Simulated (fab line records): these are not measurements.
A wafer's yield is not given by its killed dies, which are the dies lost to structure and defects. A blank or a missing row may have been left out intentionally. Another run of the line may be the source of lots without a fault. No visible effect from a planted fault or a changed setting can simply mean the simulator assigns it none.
Which tool was responsible?	flow nand_harc	13 lots, 37 wafers sampled, at 6 steps of a route of 1302

== WHAT EACH GAUGE READ, for each wafer ==
NHARC_A_BONDPAD_OVL_MEAS_35.
lot	measured	on	overlay_x_nm (nm)	overlay_y_nm (nm)
L866	day 24 11:41	overlay-01	2 2 2	5 4 5
L873	day 27 02:07	overlay-02	2 2 2	-9 -8 -9
L874	day 27 09:40	overlay-02	6	0
L875	day 27 21:02	overlay-02	0 1 1	-4 -4 -3
L876	day 28 10:21	overlay-02	2 1 2	4 4 4
L880	day 30 00:27	overlay-02	17 16 16	13 13 13
L879	day 30 01:29	overlay-02	-7 -6 -7	-1 -1 -1
L881	day 30 04:21	overlay-02	4 4 4	-7 -6 -6
L882	day 30 18:02	overlay-01	-2 -2 -2	-3 -2 -2
L883	day 31 02:31	overlay-02	-2 -2 -2	-4 -4 -4
L884	day 31 23:35	overlay-02	-6 -6 -6	-9 -8 -8
L885	day 32 02:19	overlay-02	0 0 0	6 6 6
L886	day 33 00:20	overlay-01	-5 -5 -5	5 5 5

NHARC_A_BONDPAD_THK_MEAS_20: measures by xrf.
lot	measured	on	thk_nm (nm)
L866	day 24 14:10	film_metro-01	168.0 171.1 172.6
L873	day 27 04:34	film_metro-02	168.5 120.2 121.9 169.2 121.4 120.8
L874	day 27 12:07	film_metro-02	120.9 121.9
L875	day 27 23:31	film_metro-01	171.1 168.9 169.3
L876	day 28 12:50	film_metro-02	171.6 171.5 171.8
L880	day 30 02:55	film_metro-01	173.9 169.9 171.2
L879	day 30 03:58	film_metro-01	172.9 171.0 172.5
L881	day 30 06:51	film_metro-01	169.0 170.7 167.7
L882	day 30 20:38	film_metro-02	171.8 170.4 171.8
L883	day 31 04:58	film_metro-01	167.4 169.6 171.8
L884	day 32 02:33	film_metro-02	168.6 169.7 169.8
L885	day 32 04:46	film_metro-02	170.7 169.8 170.1
L886	day 33 02:52	film_metro-02	170.4 169.5 172.0

NHARC_END_SORT_01.
lot	measured	on	defect_limited_yield (%)	killed_at_array	killed_at_other	killed_at_periphery	killed_dies	killed_open	killed_short	sort_bin_2_pct (%)	sort_bin_3_pct (%)	sort_bin_4_pct (%)	sort_n_pass	sort_rim_yield_pct (%)	sort_yield_pct (%)
L866	day 27 07:40	prober-01	89.8 90.1 90.7	61 57 56	2 4 4	6 6 3	69 67 63	4 3 0	0 0 2	4.4 3.5 3.2	0.7 1.3 1.2	5.0 5.0 4.9	608 610 614	91 92 98	89.8 90.1 90.7
L873	day 28 17:29	prober-02	94.4 0 0	37 670 674	0 2 0	1 5 3	38 677 677	2 4 3	3 4 1	1.9 96.6 96.6	0.4 0.1 0.4	3.2 3.2 3.0	639 0 0	96 0 0	94.4 0 0
L874	day 29 05:13	prober-01	0	665	0	12	677	1	2	92.3	1.0	6.6	0	0	0
L875	day 29 06:59	prober-02	90.7 90.0 91.0	63 64 54	0 0 1	0 4 6	63 68 61	2 0 4	3 1 0	4.1 3.5 3.7	0.7 0.9 0.4	4.4 5.6 4.9	614 609 616	95 90 91	90.7 90.0 91.0
L876	day 29 18:31	prober-01	90.5 89.4 91.7	60 67 55	2 3 0	2 2 1	64 72 56	1 6 2	0 4 2	2.5 4.0 2.1	1.6 0.3 1.0	5.3 6.4 5.2	613 605 621	96 91 100	90.5 89.4 91.7
L880	day 31 12:11	prober-01	86.6 90.0 88.2	87 65 76	0 0 0	4 3 4	91 68 80	3 1 6	3 1 2	5.2 4.0 3.4	0.1 0.6 1.5	8.1 5.5 6.9	586 609 597	96 92 87	86.6 90.0 88.2
L879	day 31 19:11	prober-01	89.8 93.6 91.3	60 38 50	2 0 1	7 5 8	69 43 59	7 6 4	1 2 4	3.1 2.2 3.2	0.9 0.6 0.4	6.2 3.5 5.0	608 634 618	92 88 92	89.8 93.6 91.3
L881	day 31 11:29	prober-02	90.7 91.4 92.0	59 54 50	0 0 0	4 4 4	63 58 54	6 2 4	2 6 4	3.5 3.4 2.2	0.4 1.0 0.4	5.3 4.1 5.3	614 619 623	98 95 96	90.7 91.4 92.0
L882	day 32 01:34	prober-02	86.0 89.2 87.1	89 72 82	1 0 0	5 1 5	95 73 87	5 0 5	8 4 6	4.7 3.5 3.7	1.0 1.5 1.6	8.3 5.8 7.5	582 604 590	94 87 94	86.0 89.2 87.1
L883	day 32 08:37	prober-01	90.3 95.0 95.0	60 28 32	0 1 0	6 5 2	66 34 34	4 1 2	1 2 1	4.0 2.1 2.1	0.7 0.3 0.1	5.0 2.7 2.8	611 643 643	94 90 88	90.3 95.0 95.0
L884	day 33 10:50	prober-02	94.4 93.6 93.9	31 40 35	2 2 4	5 1 2	38 43 41	5 4 4	2 0 3	1.3 1.3 1.8	0.3 0.4 0.4	4.0 4.6 3.8	639 634 636	93 96 87	94.4 93.6 93.9
L885	day 33 13:16	prober-01	89.7 89.1 89.1	66 70 69	1 1 0	3 3 5	70 74 74	4 3 4	3 2 5	4.4 5.0 4.0	0.6 0.3 1.0	5.3 5.6 5.9	607 603 603	91 88 90	89.7 89.1 89.1
L886	day 34 06:31	prober-01	95.3 94.7 92.9	30 34 47	0 1 0	2 1 1	32 36 48	3 3 2	3 3 4	1.6 1.8 2.7	0.4 0.3 0.3	2.7 3.2 4.1	645 641 629	91 91 100	95.3 94.7 92.9

== WHICH TOOL RAN EACH LOT (tool, then ch and the chambers of the sampled wafers, then the start) ==
lot	NHARC_A_BONDPAD_DEGAS_25	NHARC_A_BONDPAD_PVD_17	NHARC_A_BONDPAD_ECD_18
L866	pvd_sputter-03, day 24 12:45	pvd_sputter-03, day 24 13:07 or earlier	ecd_cu-01 ch 0,1, day 24 13:07
L873	pvd_sputter-01, day 27 03:10	pvd_sputter-01, day 27 03:32 or earlier	ecd_cu-01 ch 0,1, day 27 03:32
L874	pvd_sputter-03, day 27 10:45	pvd_sputter-03, day 27 11:17 or earlier	ecd_cu-01 ch 0, day 27 11:17
L875	pvd_sputter-01, day 27 22:07	pvd_sputter-01, day 27 22:28 or earlier	ecd_cu-02 ch 0,1, day 27 22:28
L876	pvd_sputter-02, day 28 11:26	pvd_sputter-02, day 28 11:47 or earlier	ecd_cu-02 ch 0,1, day 28 11:47
L880	pvd_sputter-03, day 30 01:31	pvd_sputter-03, day 30 01:52 or earlier	ecd_cu-02 ch 0,1, day 30 01:52
L879	pvd_sputter-01, day 30 02:32	pvd_sputter-01, day 30 02:55 or earlier	ecd_cu-02 ch 0,1, day 30 02:55
L881	pvd_sputter-02, day 30 05:26	pvd_sputter-02, day 30 05:48 or earlier	ecd_cu-01 ch 0,1, day 30 05:48
L882	pvd_sputter-03, day 30 19:07	pvd_sputter-03, day 30 19:44 or earlier	ecd_cu-02 ch 0,1, day 30 19:44
L883	pvd_sputter-01, day 31 03:35	pvd_sputter-01, day 31 03:59 or earlier	ecd_cu-02 ch 0,1, day 31 03:59
L884	pvd_sputter-03, day 32 01:09	pvd_sputter-03, day 32 01:31 or earlier	ecd_cu-02 ch 0,1, day 32 01:31
L885	pvd_sputter-02, day 32 03:23	pvd_sputter-02, day 32 03:53 or earlier	ecd_cu-02 ch 0,1, day 32 03:53
L886	pvd_sputter-02, day 33 01:27	pvd_sputter-02, day 33 01:52 or earlier	ecd_cu-01 ch 0,1, day 33 01:52
- NHARC_A_BONDPAD_DEGAS_25: time 60 s.
- NHARC_A_BONDPAD_PVD_17: deposits TaN, target thk 5 nm, time 8.06 s.
- NHARC_A_BONDPAD_ECD_18: material Cu, target thk 400 nm.

== WHAT THE TOOLS THEMSELVES READ (means of the sampled wafers that have a number; where no wafer has one, the mark that the record gives instead) ==
NHARC_A_BONDPAD_DEGAS_25.
lot	tool	heater_power_w (W)
L866	pvd_sputter-03	462
L873	pvd_sputter-01	480
L874	pvd_sputter-03	494
L875	pvd_sputter-01	451
L876	pvd_sputter-02	485
L880	pvd_sputter-03	468
L879	pvd_sputter-01	492
L881	pvd_sputter-02	469
L882	pvd_sputter-03	472
L883	pvd_sputter-01	491
L884	pvd_sputter-03	477
L885	pvd_sputter-02	480
L886	pvd_sputter-02	441

NHARC_A_BONDPAD_PVD_17.
lot	tool	throttle_valve_pct (%)
L866	pvd_sputter-03	30.0
L873	pvd_sputter-01	30.8
L874	pvd_sputter-03	30.1
L875	pvd_sputter-01	31.0
L876	pvd_sputter-02	31.2
L880	pvd_sputter-03	30.1
L879	pvd_sputter-01	30.7
L881	pvd_sputter-02	31.2
L882	pvd_sputter-03	30.0
L883	pvd_sputter-01	30.9
L884	pvd_sputter-03	29.4
L885	pvd_sputter-02	31.2
L886	pvd_sputter-02	31.3

== THE ANSWER, worked out from the rows above alone ==
Rule: the usual values come from the lots themselves. Put in order of their means at a reading, lots are off if they are a third of the lots or fewer, leave a main group of 4 or more, and stand apart from it by a gap of 3 or more times the standard deviation of the main group's means; of several such gaps the widest counts. Not used: any main group whose means are identical at the precision the tables above print for the reading. Also off: a lot with no number at a reading for which 4 or more lots have one. All remaining lots with rows at the step are treated as sound. First the gauges in route order, then the tools' own readings, where a lot's mean is used as printed above. The first step at which some lot is off is used, and at that step the reading that is off furthest; a lot without a number counts as furthest.
Off: L873, L874, at NHARC_A_BONDPAD_THK_MEAS_20 (thk_nm). Mean 170.5 nm and standard deviation 0.98 in the main group.
A tool fits if, at a process step before that reading, it ran every lot that is off, and no sound lot after the first of them. Not tried: the gauges at NHARC_A_BONDPAD_THK_MEAS_20; whatever is off there is also off at NHARC_END_SORT_01, on other tools, and gauge error can't account for it. NHARC_A_BONDPAD_PVD_17: start missing for some lots; hours and lot order therefore follow NHARC_A_BONDPAD_ECD_18. Not one of the candidates tried fits.

== WHAT THE SIMULATOR HAD INSERTED ==
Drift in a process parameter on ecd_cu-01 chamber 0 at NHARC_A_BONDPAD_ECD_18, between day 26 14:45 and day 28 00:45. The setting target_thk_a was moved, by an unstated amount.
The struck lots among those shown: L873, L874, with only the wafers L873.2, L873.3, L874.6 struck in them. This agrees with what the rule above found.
